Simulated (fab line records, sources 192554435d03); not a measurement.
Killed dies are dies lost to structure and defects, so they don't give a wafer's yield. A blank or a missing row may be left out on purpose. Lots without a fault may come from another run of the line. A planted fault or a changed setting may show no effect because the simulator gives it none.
One fault seen from 2 desks | flow n5_finfet | each desk has only its own numbers; what lay behind them comes last

THE METROLOGY DESK
What the gauges read, lot by lot, whatever tool the lot ran on: means of the sampled wafers that have a number. A lot is out of limits, marked OUT, if its mean lies more than 4 standard deviations from the usual mean; the brackets give that distance. Of its 10 readings 7 are shown: those that lie furthest out on some lot.
Columns: A = DIBL_N at N5_BEOL_M4_RC_MEAS_101, usual 35.9 mV/V; B = DIBL_P at N5_BEOL_M4_RC_MEAS_101, usual 35.9 mV/V; C = IOFF_N at N5_BEOL_M4_RC_MEAS_101, usual 0.155 nA/um; D = IOFF_P at N5_BEOL_M4_RC_MEAS_101, usual 0.201 nA/um; E = ION_P at N5_BEOL_M4_RC_MEAS_101, usual 460 uA/um; F = VT_N at N5_BEOL_M4_RC_MEAS_101, usual 250.0 mV; G = VT_P at N5_BEOL_M4_RC_MEAS_101, usual -251.6 mV
lot  | first seen here | A    | B    | C     | D     | E   | F     | G
L691 | day 9 02:28     | 35.9 | 34.8 | 0.135 | 0.176 | 455 | 254.6 | -253.7
L696 | day 10 08:30    | 37.8 | 37.9 | 0.194 | 0.203 | 452 | 244.3 | -252.9
L702 | day 11 12:22    | 36.7 | 36.6 | 0.180 | 0.244 | 469 | 246.8 | -248.8
L704 | day 12 05:11    | 38.8 | 36.9 | 0.170 | 0.214 | 457 | 249.0 | -252.5
This desk's finding: nothing out of limits on any of the 4 lots.

THE TOOL OWNER'S DESK: pecvd-03
The tool's own readings at N5_BEOL_M0_SAQP_PECVD_00 (deposits SiCN from 3MS/NH3, target thk 8 nm, time 14 s): means of the sampled wafers that have a number, for each lot that ran on this tool. A lot is out of limits, marked OUT, if its mean lies more than 4 standard deviations from the usual mean; the brackets give that distance.
Columns: A = showerhead_plenum_p_Torr at N5_BEOL_M0_SAQP_PECVD_00, usual 3.667 Torr; B = showerhead_vpp_V at N5_BEOL_M0_SAQP_PECVD_00, usual 877 V; C = throttle_valve_pct at N5_BEOL_M0_SAQP_PECVD_00, usual 9.2 %
lot  | first seen here | A     | B   | C
L691 | day 6 06:28     | 3.667 | 907 | 9.4
L696 | day 7 18:51     | 3.667 | 884 | 9.9
L702 | day 9 00:31     | 3.667 | 869 | 9.9
This desk's finding: nothing out of limits on any of the 3 lots.

PUT TOGETHER
The metrology desk saw nothing out of limits.
The tool owner's desk saw nothing out of limits.

WHAT THE SIMULATOR HAD PUT IN
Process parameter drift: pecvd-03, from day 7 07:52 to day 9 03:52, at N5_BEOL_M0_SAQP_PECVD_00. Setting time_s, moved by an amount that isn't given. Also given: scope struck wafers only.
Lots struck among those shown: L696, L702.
